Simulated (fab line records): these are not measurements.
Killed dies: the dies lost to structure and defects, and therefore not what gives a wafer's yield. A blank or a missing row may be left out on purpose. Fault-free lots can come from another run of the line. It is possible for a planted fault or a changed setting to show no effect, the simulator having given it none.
The tool behind it: which one? ; flow n5-finfet ; Sampling: 11 lots, 31 wafers, 5 of 1938 route steps

WHAT THE GAUGES SHOWED, per wafer
N5_BEOL_M4_RC_MEAS_101.
lot;measured;on;DIBL_N (mV/V)
L275;day 12 07:17;prober-01;36.6 38.5 40.1
L277;day 12 01:04;prober-02;42.7 36.7 42.0
L280;day 12 17:31;prober-02;36.9 40.1 35.0
L281;day 13 17:46;prober-01;36.3 39.2
L283;day 13 18:59;prober-02;38.7 36.7 37.4
L284;day 13 21:57;prober-01;37.6 40.3 38.8
L286;day 14 05:29;prober-01;39.9 41.5
L288;day 15 17:26;prober-01;34.6 36.4 39.1
L291;day 15 22:14;prober-02;37.4 40.2 36.1
L296;day 17 01:52;prober-02;38.5 35.3 36.5
L297;day 17 05:06;prober-02;39.4 36.0 38.5

EACH LOT AND THE TOOL THAT RAN IT (in order: tool; ch and the chambers of the sampled wafers; start)
lot;N5_BEOL_M1_SPUTTER_79;N5_BEOL_M1_ANNEAL_91;N5_BEOL_M1_ANNEAL_51;N5_BEOL_M1_CMP_52
L275;pvd-sputter-01, day 6 22:14;pvd-sputter-01, day 6 23:11;rtp-anneal-02 ch 0, day 7 00:47;cmp-01 ch 0,1,2, day 7 01:01
L277;pvd-sputter-02, day 7 03:05;pvd-sputter-02, day 7 04:03;rtp-anneal-01 ch 0, day 7 05:08;cmp-03 ch 2,3, day 7 05:25
L280;pvd-sputter-02, day 8 02:39;pvd-sputter-02, day 8 03:37;rtp-anneal-01 ch 0, day 8 04:32;cmp-02 ch 0,1,3, day 8 04:50
L281;pvd-sputter-02, day 8 04:29;pvd-sputter-02, day 8 06:52;rtp-anneal-01 ch 0, day 8 07:59;cmp-01 ch 0,2, day 8 08:26
L283;pvd-sputter-03, day 8 12:47;pvd-sputter-03, day 8 13:45;rtp-anneal-01 ch 0, day 8 14:31;cmp-01 ch 1,3, day 8 14:52
L284;pvd-sputter-03, day 8 15:59;pvd-sputter-03, day 8 16:57;rtp-anneal-01 ch 0, day 8 17:43;cmp-01 ch 0,1,2, day 8 18:06
L286;pvd-sputter-01, day 9 07:25;pvd-sputter-01, day 9 08:23;rtp-anneal-02 ch 0, day 9 09:14;cmp-02 ch 0,1, day 9 09:31
L288;pvd-sputter-02, day 9 22:52;pvd-sputter-02, day 9 23:49;rtp-anneal-02 ch 0, day 10 00:36;cmp-03 ch 0,1,3, day 10 00:56
L291;pvd-sputter-03, day 10 14:37;pvd-sputter-03, day 10 15:34;rtp-anneal-02 ch 0, day 10 16:28;cmp-01 ch 0,1,2, day 10 16:46
L296;pvd-sputter-01, day 11 20:22;pvd-sputter-01, day 11 21:20;rtp-anneal-02 ch 0, day 11 22:07;cmp-03 ch 0,2, day 11 22:24
L297;pvd-sputter-02, day 12 04:05;pvd-sputter-02, day 12 05:03;rtp-anneal-01 ch 0, day 12 05:49;cmp-03 ch 0,1, day 12 06:07
- N5_BEOL_M1_SPUTTER_79: material Cu, target thk 4.5 nm, time 8.29 s.
- N5_BEOL_M1_ANNEAL_91: time 240 s.
- N5_BEOL_M1_ANNEAL_51: time 90 s.
- N5_BEOL_M1_CMP_52: polishes, stops on SiOC, t overpolish 6.8 s, target thk 40 nm.

THE ANSWER, worked out from the rows above alone
Rule: what is usual is taken from the lots themselves. The widest of any qualifying gaps counts: lots, ordered by their means at a reading, are off when they make up no more than a third of the lots, leave a main group of 4 or more, and stand apart from it by 3 or more times the standard deviation of that group's means. A main group whose means are all the same, to the digits that the tables above print for the reading, isn't used. A lot without any number at a reading at which 4 lots or more have one is off too. All remaining lots with rows at the step are treated as sound.
Across all readings shown, no lot is off: no conclusion can be drawn from this.

WHAT THE SIMULATOR PUT IN
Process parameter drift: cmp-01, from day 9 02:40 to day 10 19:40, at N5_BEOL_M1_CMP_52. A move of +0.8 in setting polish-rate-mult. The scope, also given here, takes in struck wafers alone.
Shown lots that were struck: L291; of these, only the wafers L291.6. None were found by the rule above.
